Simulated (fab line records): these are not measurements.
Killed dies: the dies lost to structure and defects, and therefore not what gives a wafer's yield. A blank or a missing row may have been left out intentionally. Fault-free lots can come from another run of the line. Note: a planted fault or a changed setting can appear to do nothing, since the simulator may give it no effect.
fab line records | flow n5_finfet
[record] lots = 6 | wafers = 18 | last_day = 17
route steps=1938 shown HKMG_FIN@431 BEOL_M4@1111 PASSIVATION@1936
lots with no fault: from the same line, run without faults
start_h: start of the lot's first displayed wafer, in hours after the record's first day | wait_h: hours elapsed since this lot's preceding step | " the same as in the row above | L1.1+2: a row that stands for several wafers | - either no value or no given start | * or withheld: withheld | < > ~ a bound
route shown NAME@n: a module of which the file shows steps, and the number in the route of the first | usual: the fault-free wafers' mean and standard deviation | same: alike in all rows | chamber/n: place in a boat | sites: each site's reading | _std_site: their standard deviation | _edge_site: mean of outer sites minus mean of inner sites | radius_mm: how far each site lies from the wafer's centre | mask NAME#n: copy n | behind: the most recent tool/chamber to have shaped the wafer | hold: cause of the lot's hold/its duration in hours/its outcome | device: which transistor (n, p or np) failed to switch | end of line: the tests these same wafers got at the end of their route | where a step has no rows: the recipe by itself | killed: dies that structure and defects cost at the first sort, which is not the same as the wafer's yield | map: per-die view of a wafer (x killed, . not killed, _ where there is no die)
set.NAME: the setting as run; set.NAME@STEP: as run at that earlier step | model.NAME: the simulator's own value behind a step, which no gauge read
lots seen at some steps along the route; tables by step, rows by wafer
services: a tool's chamber out of use, with start hour (start_h, from the record's first day; less than 0 if before it), hours out, and reason
[[steps]]
[step N5_HKMG_FIN_OVL_MEAS_13]
[recipe] points_per_wafer = 44
[usual] NWFM_OVL = 0.1/0.76
lot.wafer | tool       | chamber | start_h | wait_h | NWFM_OVL[nm]
L841.1    | overlay-01 | 0       | 113.44  | 0.0    | 0.1
L841.4    | "          | 0       | "       | "      | -0.4
L841.5    | "          | 0       | "       | "      | -0.1
L842.1    | overlay-02 | 0       | 119.23  | 0.0    | 1.2
L842.4    | "          | 0       | "       | "      | 0.6
L842.6    | "          | 0       | "       | "      | 0.3
L850.3    | overlay-01 | 0       | 166.14  | 0.0    | -0.5
L850.4    | "          | 0       | "       | "      | 1.1
L850.6    | "          | 0       | "       | "      | 1.0
L851.1    | overlay-01 | 0       | 175.63  | 0.0    | 0.5
L851.2    | "          | 0       | "       | "      | -0.1
L851.4    | "          | 0       | "       | "      | 0.9
L852.2    | overlay-01 | 0       | 183.07  | 0.0    | -1.1
L852.4    | "          | 0       | "       | "      | -0.3
L852.6    | "          | 0       | "       | "      | -1.2
L855.2    | overlay-02 | 0       | 202.29  | 0.0    | 0.6
L855.3    | "          | 0       | "       | "      | 0.9
L855.6    | "          | 0       | "       | "      | -0.3
[step N5_HKMG_FIN_INSPECT_14]
[recipe] mode = adi | inspect_instrument = macro
[usual] raw_defect_count = 2.0/1.4
lot.wafer | tool              | chamber | start_h | wait_h | raw_defect_count
L841.1    | defect_inspect-01 | -       | 113.46  | 0.0    | 0
L841.4    | "                 | -       | "       | "      | 0
L841.5    | "                 | -       | "       | "      | 3
L842.1    | defect_inspect-02 | -       | 119.26  | 0.0    | 6
L842.4    | "                 | -       | "       | "      | 3
L842.6    | "                 | -       | "       | "      | 0
L850.3    | defect_inspect-01 | -       | 166.17  | 0.0    | 1
L850.4    | "                 | -       | "       | "      | 0
L850.6    | "                 | -       | "       | "      | 6
L851.1    | defect_inspect-01 | -       | 175.65  | 0.0    | 3
L851.2    | "                 | -       | "       | "      | 4
L851.4    | "                 | -       | "       | "      | 5
L852.2    | defect_inspect-02 | -       | 183.09  | 0.0    | 1
L852.4    | "                 | -       | "       | "      | 2
L852.6    | "                 | -       | "       | "      | 4
L855.2    | defect_inspect-01 | -       | 202.31  | 0.0    | 3
L855.3    | "                 | -       | "       | "      | 0
L855.6    | "                 | -       | "       | "      | 1
[step N5_HKMG_FIN_DESCUM_17]
[recipe] chemistry = O2 | time_s = 7.9 | source_power_w = 50 | bias_power_w = 20 | pressure_mtorr = 20 | rf_frequency_hz = 2.712e+07 | temp_c = 40 | resist = CAR-ArF | o2_flow_sccm = 225
[usual] drypump_motor_current_A = 5.66/0.28 | oes_product_au = 0.82/0.097 | rf_vpp_V = 243.1/1.5 | showerhead_plenum_p_Torr = 2.09/0.076 | throttle_valve_pct = 20.36/0.23
lot.wafer | tool        | chamber | start_h | wait_h | drypump_motor_current_A | oes_product_au | rf_hours_counter_h | rf_vpp_V | showerhead_plenum_p_Torr | throttle_valve_pct
L841.1    | rie_diel-01 | 3       | 113.49  | 0.0    | 5.48                    | 0.67           | 228                | 241.4    | 1.99                     | 20.33
L841.4    | "           | 1       | "       | "      | 5.55                    | 0.67           | 235                | 244.2    | 2.14                     | 20.50
L841.5    | "           | 0       | "       | "      | 5.70                    | 0.88           | -                  | 242.4    | 2.05                     | 20.43
L842.1    | rie_diel-02 | 3       | 119.29  | 0.0    | 6.08                    | 0.74           | 161                | 243.1    | 2.11                     | 20.37
L842.4    | "           | 3       | "       | "      | 6.09                    | 0.72           | -                  | 242.8    | 2.11                     | 20.38
L842.6    | "           | 2       | "       | "      | 5.39                    | 1.00           | -                  | 242.0    | 2.04                     | 19.86
L850.3    | rie_diel-06 | 3       | 166.20  | 0.0    | 5.28                    | 0.85           | 63                 | 242.5    | 2.02                     | 20.60
L850.4    | "           | 2       | "       | "      | 5.13                    | 0.91           | 31                 | 244.7    | 2.14                     | 20.46
L850.6    | "           | 2       | "       | "      | 5.14                    | 0.90           | -                  | 243.1    | 2.14                     | 20.44
L851.1    | rie_diel-06 | 3       | 175.93  | 0.3    | 5.26                    | 0.85           | 66                 | 241.9    | 2.02                     | 20.60
L851.2    | "           | 0       | "       | "      | 5.71                    | 0.74           | 162                | 240.5    | 2.00                     | 20.85
L851.4    | "           | 1       | "       | "      | 5.96                    | 0.90           | 50                 | 245.9    | 2.22                     | 20.15
L852.2    | rie_diel-01 | 0       | 183.13  | 0.0    | 5.72                    | 0.84           | 54                 | 242.8    | 2.04                     | 20.46
L852.4    | "           | 2       | "       | "      | 5.85                    | 0.77           | -                  | 242.4    | 2.05                     | 20.50
L852.6    | "           | 0       | "       | "      | 5.71                    | 0.84           | -                  | 243.3    | 2.04                     | 20.48
L855.2    | rie_diel-06 | 0       | 202.34  | 0.0    | 5.71                    | 0.74           | 168                | 239.4    | 2.00                     | 20.84
L855.3    | "           | 1       | "       | "      | 5.98                    | 0.89           | 57                 | 244.3    | 2.22                     | 20.17
L855.6    | "           | 1       | "       | "      | 5.96                    | 0.89           | -                  | 244.8    | 2.22                     | 20.17
[step N5_HKMG_FIN_ETCH_31]
[recipe] chemistry = CF4 | target = SiARC | target_depth_a = 455 | mask_material = CAR-ArF | time_s = 75.8 | ion_energy_ev = 80 | pressure_mtorr = 40 | source_w = 545 | bias_w = 36 | Ar_flow_sccm = 100 | cf4_flow_sccm = 100 | ends = cleared
[step N5_HKMG_FIN_ETCH_32]
[recipe] chemistry = N2/H2 | target = SOC | target_depth_a = 2400 | temp_c = 40 | time_s = 300 | ion_energy_ev = 200 | mask_material = SiARC | pressure_mtorr = 30 | source_w = 840 | bias_w = 150 | n2_flow_sccm = 200 | h2_flow_sccm = 200
[usual] drypump_motor_current_A = 5.67/0.28 | oes_product_au = 0.82/0.096 | rf_vpp_V = 523.7/2.7 | showerhead_plenum_p_Torr = 2.54/0.1 | throttle_valve_pct = 17.80/0.27
lot.wafer | tool        | chamber | start_h | wait_h | drypump_motor_current_A | oes_product_au | rf_hours_counter_h | rf_vpp_V | showerhead_plenum_p_Torr | throttle_valve_pct
L841.1    | rie_diel-01 | 3       | 113.59  | 0.0    | 5.54                    | 0.69           | 228                | 520.0    | 2.40                     | 17.65
L841.4    | "           | 1       | "       | "      | 5.52                    | 0.68           | 235                | 526.6    | 2.66                     | 18.34
L841.5    | "           | 0       | "       | "      | 5.74                    | 0.92           | -                  | 523.5    | 2.52                     | 18.02
L842.1    | rie_diel-02 | 3       | 119.38  | 0.0    | 6.10                    | 0.73           | 161                | 522.1    | 2.52                     | 17.47
L842.4    | "           | 3       | "       | "      | 6.11                    | 0.73           | -                  | 524.4    | 2.52                     | 17.48
L842.6    | "           | 2       | "       | "      | 5.36                    | 0.97           | -                  | 521.3    | 2.52                     | 17.45
L850.3    | rie_diel-06 | 3       | 166.29  | 0.0    | 5.27                    | 0.85           | 64                 | 523.0    | 2.47                     | 18.08
L850.4    | "           | 2       | "       | "      | 5.13                    | 0.92           | 31                 | 525.1    | 2.57                     | 17.66
L850.6    | "           | 2       | "       | "      | 5.15                    | 0.91           | -                  | 525.9    | 2.57                     | 17.64
L851.1    | rie_diel-06 | 3       | 176.02  | 0.0    | 5.27                    | 0.83           | 66                 | 522.8    | 2.46                     | 18.10
L851.2    | "           | 0       | "       | "      | 5.70                    | 0.73           | 162                | 521.0    | 2.43                     | 18.13
L851.4    | "           | 1       | "       | "      | 5.95                    | 0.89           | 50                 | 527.7    | 2.69                     | 17.46
L852.2    | rie_diel-01 | 0       | 183.22  | 0.0    | 5.68                    | 0.87           | 54                 | 522.4    | 2.51                     | 18.05
L852.4    | "           | 2       | "       | "      | 5.86                    | 0.75           | -                  | 520.4    | 2.44                     | 17.72
L852.6    | "           | 0       | "       | "      | 5.66                    | 0.88           | -                  | 521.2    | 2.51                     | 18.04
L855.2    | rie_diel-06 | 0       | 202.43  | 0.0    | 5.72                    | 0.72           | 168                | 521.8    | 2.42                     | 18.15
L855.3    | "           | 1       | "       | "      | 5.96                    | 0.89           | 57                 | 528.0    | 2.69                     | 17.47
L855.6    | "           | 1       | "       | "      | 5.96                    | 0.89           | -                  | 528.4    | 2.69                     | 17.47
[step N5_HKMG_FIN_STRIP_33]
[recipe] chemistry = N2/H2 | temp_c = 40 | n2_flow_sccm = 200 | h2_flow_sccm = 200 | rf_frequency_hz = 6e+07
[step N5_HKMG_FIN_STRIP_34]
[recipe] chemistry = CF4 | resist = SiARC | power_w = 300 | bias_power_w = 75 | pressure_mtorr = 50 | cf4_flow_sccm = 150 | rf_frequency_hz = 6e+07
[step N5_HKMG_FIN_ETCH_35]
[recipe] chemistry = N2/H2 | target = SOC | target_depth_a = 2158 | ion_energy_ev = 65 | bias_w = 5 | source_w = 3000 | time_s = 243.4 | pressure_mtorr = 30 | n2_flow_sccm = 200 | h2_flow_sccm = 200
[usual] drypump_motor_current_A = 5.67/0.28 | oes_product_au = 0.82/0.096 | rf_vpp_V = 141.7/1.2 | showerhead_plenum_p_Torr = 2.54/0.1 | throttle_valve_pct = 17.81/0.27
lot.wafer | tool        | chamber | start_h | wait_h | drypump_motor_current_A | oes_product_au | rf_hours_counter_h | rf_vpp_V | showerhead_plenum_p_Torr | throttle_valve_pct
L841.1    | rie_diel-01 | 3       | 113.80  | 0.0    | 5.51                    | 0.69           | 228                | 141.7    | 2.40                     | 17.69
L841.4    | "           | 1       | "       | "      | 5.48                    | 0.68           | 235                | 143.2    | 2.66                     | 18.37
L841.5    | "           | 0       | "       | "      | 5.70                    | 0.92           | -                  | 141.1    | 2.52                     | 18.00
L842.1    | rie_diel-02 | 3       | 119.59  | 0.0    | 6.11                    | 0.75           | 161                | 142.4    | 2.52                     | 17.48
L842.4    | "           | 3       | "       | "      | 6.11                    | 0.73           | -                  | 142.2    | 2.52                     | 17.47
L842.6    | "           | 2       | "       | "      | 5.39                    | 0.98           | -                  | 141.8    | 2.52                     | 17.47
L850.3    | rie_diel-06 | 3       | 166.50  | 0.0    | 5.27                    | 0.84           | 64                 | 140.9    | 2.47                     | 18.10
L850.4    | "           | 2       | "       | "      | 5.13                    | 0.90           | 31                 | 141.2    | 2.57                     | 17.67
L850.6    | "           | 2       | "       | "      | 5.15                    | 0.90           | -                  | 142.0    | 2.57                     | 17.67
L851.1    | rie_diel-06 | 3       | 176.23  | 0.0    | 5.28                    | 0.84           | 66                 | 142.1    | 2.47                     | 18.11
L851.2    | "           | 0       | "       | "      | 5.72                    | 0.73           | 162                | 140.7    | 2.43                     | 18.16
L851.4    | "           | 1       | "       | "      | 5.95                    | 0.90           | 50                 | 143.2    | 2.69                     | 17.47
L852.2    | rie_diel-01 | 0       | 183.43  | 0.0    | 5.70                    | 0.89           | 55                 | 141.5    | 2.51                     | 18.06
L852.4    | "           | 2       | "       | "      | 5.87                    | 0.77           | -                  | 141.3    | 2.44                     | 17.74
L852.6    | "           | 0       | "       | "      | 5.68                    | 0.88           | -                  | 139.7    | 2.51                     | 18.06
L855.2    | rie_diel-06 | 0       | 202.64  | 0.0    | 5.71                    | 0.72           | 169                | 140.3    | 2.42                     | 18.15
L855.3    | "           | 1       | "       | "      | 5.98                    | 0.89           | 57                 | 143.4    | 2.69                     | 17.48
L855.6    | "           | 1       | "       | "      | 5.98                    | 0.88           | -                  | 141.8    | 2.69                     | 17.49
[step N5_HKMG_FIN_STRIP_92]
[recipe] chemistry = N2/H2 | material = SOC | time_s = 20 | power_w = 500 | temp_c = 40 | pressure_mtorr = 50 | rf_frequency_hz = 6e+07 | bias_power_w = 8 | h2_frac = 0.5 | n2_flow_sccm = 300 | h2_flow_sccm = 300
[step N5_HKMG_FIN_WET_ETCH_18]
[recipe] chemistry = SC1 | target = TiN | mix = 1:1:5 | temp_c = * | time_s = 55 | target_depth_nm = 5.2 | dry = ipa_marangoni | rinse_time_s = 30 | rinse_temp_c = 23
[step N5_HKMG_FIN_STRIP_19]
[recipe] chemistry = N2/H2 | power_w = 2500 | temp_c = 300 | h2_frac = 0.65 | time_s = 360 | pressure_mtorr = withheld | n2_flow_sccm = 1750 | h2_flow_sccm = 3250
[usual] drypump_motor_current_A = 5.90/0.27 | heater_power_w = 460/28
lot.wafer | tool            | chamber | start_h | wait_h | drypump_motor_current_A | heater_power_w | rf_hours_counter_h
L841.1    | plasma_asher-02 | 1       | 114.09  | 0.0    | 5.51                    | 459            | 43
L841.4    | "               | 1       | "       | "      | 5.50                    | 461            | -
L841.5    | "               | 0       | "       | "      | 5.97                    | 479            | -
L842.1    | plasma_asher-02 | 1       | 119.89  | 0.0    | 5.48                    | 462            | 45
L842.4    | "               | 1       | "       | "      | 5.49                    | 479            | -
L842.6    | "               | 0       | "       | "      | 5.93                    | 474            | -
L850.3    | plasma_asher-01 | 1       | 166.92  | 0.1    | 6.24                    | 424            | -
L850.4    | "               | 0       | "       | "      | 5.88                    | 481            | -
L850.6    | "               | 0       | "       | "      | 5.89                    | 477            | -
L851.1    | plasma_asher-02 | 0       | 176.53  | 0.0    | 5.97                    | 490            | 54
L851.2    | "               | 1       | "       | "      | 5.51                    | 463            | 54
L851.4    | "               | 0       | "       | "      | 5.95                    | 481            | -
L852.2    | plasma_asher-02 | 0       | 183.72  | 0.0    | 5.94                    | 483            | 55
L852.4    | "               | 1       | "       | "      | 5.52                    | 459            | -
L852.6    | "               | 0       | "       | "      | 5.95                    | 476            | -
L855.2    | plasma_asher-02 | 1       | 202.94  | 0.0    | 5.49                    | 447            | 59
L855.3    | "               | 0       | "       | "      | 5.93                    | 478            | -
L855.6    | "               | 1       | "       | "      | 5.49                    | 464            | -
[step N5_HKMG_FIN_ALD_91]
[recipe] material = TiN | target_thk_a = 10 | temp_c = 400 | ald_precursor_family = TiCl4 | ald_co_reactant = NH3 | pulse_time_s = 1 | purge_time_s = 3 | co_reactant_purge_time_s = 2 | co_reactant_pulse_time_s = 2 | ald_cycles = 47 | pressure_torr = 3
[step N5_HKMG_FIN_COAT_85]
[recipe] resist = SOC | temp_c = 250 | time_s = 60 | spin_rpm = 1500 | resist_thk_nm = 300
[usual] heater_power_total_W = 500.2/1.8 | spin_speed_rpm = 1500.0/0.9
lot.wafer | tool           | chamber | start_h | wait_h | heater_power_total_W | spin_speed_rpm | model.SOC_of_HKMG_FIN_COAT_85.thk_nm
L841.1    | litho_track-02 | 0       | 114.75  | 0.2    | 498.5                | 1500.6         | 299.6
L841.4    | "              | 0       | "       | "      | 498.8                | 1499.1         | 299.8
L841.5    | "              | 0       | "       | "      | 498.6                | 1499.0         | 299.8
L842.1    | litho_track-03 | 0       | 120.54  | 0.2    | 498.0                | 1499.1         | 299.6
L842.4    | "              | 0       | "       | "      | 500.9                | 1499.1         | 300
L842.6    | "              | 0       | "       | "      | 499.6                | 1500.9         | 300
L850.3    | litho_track-03 | 0       | 167.46  | 0.2    | 498.8                | 1185.8         | 338
L850.4    | "              | 0       | "       | "      | 500.1                | 1186.8         | 337.8
L850.6    | "              | 0       | "       | "      | 500.9                | 1185.8         | 337.8
L851.1    | litho_track-05 | 0       | 177.19  | 0.2    | 501.8                | 1501.8         | 299.8
L851.2    | "              | 0       | "       | "      | 498.0                | 1500.1         | 300.2
L851.4    | "              | 0       | "       | "      | 499.6                | 1501.3         | 300.2
L852.2    | litho_track-03 | 0       | 184.38  | 0.2    | 502.0                | 1186.5         | 338.6
L852.4    | "              | 0       | "       | "      | 498.8                | 1186.1         | 338.2
L852.6    | "              | 0       | "       | "      | 501.0                | 1184.6         | 338.6
L855.2    | litho_track-02 | 0       | 203.61  | 0.2    | 498.4                | 1502.0         | 300.6
L855.3    | "              | 0       | "       | "      | 503.2                | 1501.3         | 300
L855.6    | "              | 0       | "       | "      | 500.4                | 1501.5         | 300
[step N5_HKMG_FIN_ETCH_86]
[recipe] chemistry = N2/H2 | target = SOC | target_depth_a = 3932 | stop_on = TiN | ion_energy_ev = 100 | bias_w = 61 | pressure_mtorr = 30 | source_w = 850 | n2_flow_sccm = 200 | h2_flow_sccm = 200
[usual] drypump_motor_current_A = 5.69/0.28 | oes_product_au = 0.82/0.09 | rf_vpp_V = 240.6/1.6 | showerhead_plenum_p_Torr = 2.55/0.1 | throttle_valve_pct = 17.76/0.28
lot.wafer | tool        | chamber | start_h | wait_h | drypump_motor_current_A | oes_product_au | rf_hours_counter_h | rf_vpp_V | showerhead_plenum_p_Torr | throttle_valve_pct
L841.1    | rie_diel-02 | 0       | 114.81  | -      | 5.98                    | 0.87           | 47                 | 240.9    | 2.61                     | 17.91
L841.4    | "           | 1       | "       | "      | 5.52                    | 0.68           | -                  | 237.0    | 2.41                     | 17.96
L841.5    | "           | 3       | "       | "      | 6.14                    | 0.73           | -                  | 240.9    | 2.52                     | 17.46
L842.1    | rie_diel-06 | 2       | 120.61  | -      | 5.16                    | 0.93           | 13                 | 242.4    | 2.58                     | 17.59
L842.4    | "           | 0       | "       | "      | 5.72                    | 0.75           | 143                | 239.4    | 2.43                     | 18.10
L842.6    | "           | 2       | "       | "      | 5.16                    | 0.92           | -                  | 242.7    | 2.58                     | 17.58
L850.3    | rie_diel-02 | 2       | 167.54  | -      | 5.38                    | 0.92           | 20                 | 237.9    | 2.51                     | 17.47
L850.4    | "           | 1       | "       | "      | 5.56                    | 0.95           | 12                 | 242.5    | 2.73                     | 17.49
L850.6    | "           | 1       | "       | "      | 5.58                    | 0.94           | -                  | 243.0    | 2.73                     | 17.50
L851.1    | rie_diel-02 | 0       | 177.25  | -      | 5.96                    | 0.83           | 72                 | 240.1    | 2.60                     | 17.96
L851.2    | "           | 1       | "       | "      | 5.54                    | 0.92           | 15                 | 244.2    | 2.73                     | 17.51
L851.4    | "           | 3       | "       | "      | 6.12                    | 0.71           | 185                | 239.8    | 2.51                     | 17.51
L852.2    | rie_diel-02 | 3       | 184.62  | -      | 6.11                    | 0.71           | 188                | 241.0    | 2.51                     | 17.50
L852.4    | "           | 2       | "       | "      | 5.35                    | 0.90           | 26                 | 237.3    | 2.51                     | 17.48
L852.6    | "           | 0       | "       | "      | 5.98                    | 0.84           | -                  | 240.9    | 2.60                     | 17.97
L855.2    | rie_diel-01 | 3       | 203.67  | -      | 5.52                    | 0.97           | 5                  | 242.1    | 2.71                     | 17.21
L855.3    | "           | 2       | "       | "      | 5.85                    | 0.77           | 139                | 239.8    | 2.44                     | 17.71
L855.6    | "           | 0       | "       | "      | 5.70                    | 0.82           | -                  | 240.4    | 2.51                     | 18.05
[step N5_BEOL_M4_RC_MEAS_101]
[usual] DIBL_N = 36.2/2.2 | DIBL_P = 36.1/2.8 | IOFF_N = 0.16/0.041 | IOFF_P = 0.21/0.047 | ION_N = 676/16 | ION_P = 463/11 | SS_N = 71.6/0.78 | SS_P = 73.3/0.86 | VT_N = 249/3.8 | VT_P = -251/3.9
lot.wafer | tool      | chamber | start_h | wait_h | DIBL_N[mV/V] | DIBL_P[mV/V] | IOFF_N[nA/um] | IOFF_P[nA/um] | ION_N[uA/um] | ION_P[uA/um] | SS_N[mV/dec] | SS_P[mV/dec] | VT_N[mV] | VT_P[mV]
L842.1    | prober-02 | 0       | 211.43  | 0.0    | 36.8         | 35.6         | 0.15          | 0.18          | 658          | 449          | 72.1         | 73.3         | 253      | -255
L842.4    | "         | 0       | "       | "      | 34.7         | 34.3         | 0.13          | 0.17          | 660          | 453          | 70.6         | 72.2         | 251      | -254
L842.6    | "         | 0       | "       | "      | 34.7         | 33.5         | 0.13          | 0.16          | 654          | 447          | 71.3         | 72.5         | 253      | -254
L841.1    | prober-02 | 0       | 214.53  | 0.0    | 41.1         | 39.0         | 0.24          | 0.24          | 683          | 458          | 72.5         | 74.5         | 246      | -249
L841.4    | "         | 0       | "       | "      | 35.3         | 33.0         | 0.12          | 0.15          | 665          | 458          | 70.8         | 73.1         | 254      | -255
L841.5    | "         | 0       | "       | "      | 36.9         | 35.5         | 0.15          | 0.19          | 664          | 454          | 71.5         | 73.7         | 248      | -251
L851.1    | prober-01 | 0       | 276.11  | 0.0    | 36.0         | 35.4         | 0.13          | 0.18          | 653          | 449          | 70.8         | 72.7         | 253      | -254
L851.2    | "         | 0       | "       | "      | 37.9         | 38.8         | 0.20          | 0.23          | 711          | 478          | 71.2         | 73.6         | 244      | -251
L851.4    | "         | 0       | "       | "      | 36.3         | 35.2         | 0.15          | 0.17          | 666          | 449          | 70.9         | 73.5         | 249      | -256
L850.3    | prober-02 | 0       | 277.14  | 0.3    | 35.9         | 34.9         | 0.15          | 0.20          | 684          | 466          | 71.3         | 73.3         | 251      | -252
L850.4    | "         | 0       | "       | "      | 37.8         | 39.2         | 0.21          | 0.27          | 709          | 477          | 71.9         | 74.1         | 244      | -248
L850.6    | "         | 0       | "       | "      | 31.9         | 29.3         | 0.09          | 0.12          | 648          | 448          | 70.7         | 72.0         | 260      | -259
L852.2    | prober-02 | 0       | 282.95  | 0.2    | 33.0         | 31.5         | 0.10          | 0.16          | 639          | 450          | 71.2         | 72.4         | 255      | -253
L852.4    | "         | 0       | "       | "      | 39.2         | 40.8         | 0.20          | 0.30          | 691          | 479          | 71.9         | 75.1         | 249      | -246
L852.6    | "         | 0       | "       | "      | 35.5         | 35.9         | 0.13          | 0.20          | 660          | 461          | 70.9         | 73.8         | 254      | -250
L855.2    | prober-01 | 0       | 303.63  | 0.2    | 39.3         | 39.8         | 0.20          | 0.27          | 666          | 459          | 72.1         | 73.8         | 250      | -249
L855.3    | "         | 0       | "       | "      | 41.9         | 42.1         | 0.30          | 0.35          | 701          | 474          | 73.2         | 75.8         | 242      | -244
L855.6    | "         | 0       | "       | "      | 36.9         | 37.0         | 0.16          | 0.23          | 682          | 467          | 72.4         | 74.1         | 252      | -250
[step N5_PASSIVATION_PROBE_49]
[usual] defect_limited_yield = 91.4/1.4 | killed_at_M0_to_M3 = 33/10 | killed_at_M4_up = 14/6.1 | killed_at_contacts = 14/6.1 | killed_at_front_end = 38/9.7 | killed_at_other = 3.1/2.9 | killed_dies = 102/17 | killed_open = 67/13 | killed_short = 32/8 | sort_bin_4_leakage = 0.00/0.051 | sort_bin_5_function = 5.1/0.94 | sort_bin_6_memory = 3.2/0.68 | sort_bin_8_speed = 0.02/0.17 | sort_n_pass = 1078/17 | sort_yield_pct = 91.3/1.5
[same] gross_dies = 1180 | killed_at_back_side = 0
lot.wafer | tool      | chamber | start_h | wait_h | defect_limited_yield[%] | killed_at_M0_to_M3 | killed_at_M4_up | killed_at_contacts | killed_at_front_end | killed_at_other | killed_dies | killed_open | killed_short | sort_bin_4_leakage[%] | sort_bin_5_function[%] | sort_bin_6_memory[%] | sort_bin_8_speed[%] | sort_n_pass | sort_yield_pct[%]
L842.1    | prober-01 | -       | 322.83  | 0.0    | 91.4                    | 30                 | 24              | 10                 | 37                  | 0               | 101         | 69          | 27           | 0                     | 4.7                    | 3.5                  | 0                   | 1079        | 91.4
L850.3    | prober-02 | -       | 376.82  | 0.1    | 91.9                    | 47                 | 7               | 8                  | 28                  | 5               | 95          | 64          | 28           | 0                     | 5.4                    | 2.4                  | 0                   | 1085        | 91.9
L852.4    | prober-02 | -       | 405.63  | 0.2    | 87.8                    | 40                 | 22              | 14                 | 67                  | 1               | 144         | 100         | 43           | 0                     | 8.1                    | 3.6                  | 0                   | 1036        | 87.8
// killed by level:class
L842.1 FIN_SAQP:geometric_particle:short=9 MOL_CONTACT_COAG:geometric_particle:open=9 BEOL_M4:geometric_particle:open=9 BEOL_M3:geometric_particle:open=8 BEOL_M1:geometric_particle:open=6 FIN_SAQP:geometric_particle:open=5 STI_FIN_REVEAL:geometric_particle:open=5 BEOL_M2:geometric_particle:open=5
L850.3 BEOL_M2:geometric_particle:open=13 FIN_SAQP:geometric_particle:short=11 BEOL_M0_SAQP:geometric_particle:open=10 MOL_CONTACT_COAG:geometric_particle:open=7 BEOL_M3:geometric_particle:open=6 FIN_SAQP:geometric_particle:open=5 BEOL_M0_SAQP:geometric_particle:short=5 BEOL_M4:geometric_particle:open=5
L852.4 FIN_SAQP:geometric_particle:open=19 FIN_SAQP:geometric_particle:short=14 BEOL_M4:geometric_particle:open=14 MOL_CONTACT_COAG:geometric_particle:open=12 BEOL_M0_SAQP:geometric_particle:open=12 BEOL_M0_SAQP:geometric_particle:short=11 DUMMY_GATE:geometric_particle:open=8 BEOL_M1:geometric_particle:open=7
[[services]]
tool            | chamber | start_h | hours | kind
rie_diel-02     | 2       | 91.30   | -     | clean
rie_diel-02     | 2       | 91.30   | -     | consumable_replace:focus_ring
rie_diel-02     | 2       | 91.30   | 27.5  | scheduled_down
rie_diel-02     | 2       | 91.30   | 27.5  | vent_cycle
rie_diel-06     | 0       | 99.42   | 8.1   | repair
rie_diel-02     | 1       | 118.99  | -     | clean
rie_diel-02     | 1       | 118.99  | -     | consumable_replace:focus_ring
rie_diel-02     | 1       | 118.99  | -     | consumable_replace:showerhead
rie_diel-02     | 1       | 118.99  | 17.1  | scheduled_down
rie_diel-02     | 1       | 118.99  | 17.1  | vent_cycle
litho_track-03  | -       | 119.56  | -     | consumable_replace:filter
rie_diel-06     | -       | 140.11  | 2.3   | repair
rie_diel-01     | 0       | 144.40  | 8.7   | repair
rie_diel-01     | 1       | 153.05  | -     | clean
rie_diel-01     | 1       | 153.05  | -     | consumable_replace:focus_ring
rie_diel-01     | 1       | 153.05  | 14.7  | scheduled_down
rie_diel-01     | 1       | 153.05  | 14.7  | vent_cycle
plasma_asher-02 | -       | 161.65  | 7.2   | repair
rie_diel-01     | 3       | 171.36  | -     | clean
rie_diel-01     | 3       | 171.36  | -     | consumable_replace:focus_ring
rie_diel-01     | 3       | 171.36  | -     | consumable_replace:showerhead
rie_diel-01     | 3       | 171.36  | 16.3  | scheduled_down
rie_diel-01     | 3       | 171.36  | 16.3  | vent_cycle
[[key]]
[first_sign] step = N5_HKMG_FIN_COAT_85 | reading = spin_speed_rpm | direction = down | sigmas = 99+ | usual = * | struck = *
effect none on later readings
[model_effect] step = N5_HKMG_FIN_COAT_85 | value = SOC_of_HKMG_FIN_COAT_85.thk_nm | without = 300.8 | struck = 338.2
met_at N5_HKMG_FIN_COAT_85
struck_wafers L850.3,L850.4,L850.6,L852.2,L852.4,L852.6
onset_between 120.54 167.46
[fault] kind = process_parameter_drift | tool = litho_track-03 | chamber = - | onset_h = 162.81 | steps = N5_HKMG_FIN_COAT_85 | channel = spin_rpm | offset = * | shape = step | end_h = 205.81 | acts_in = * | stated = *
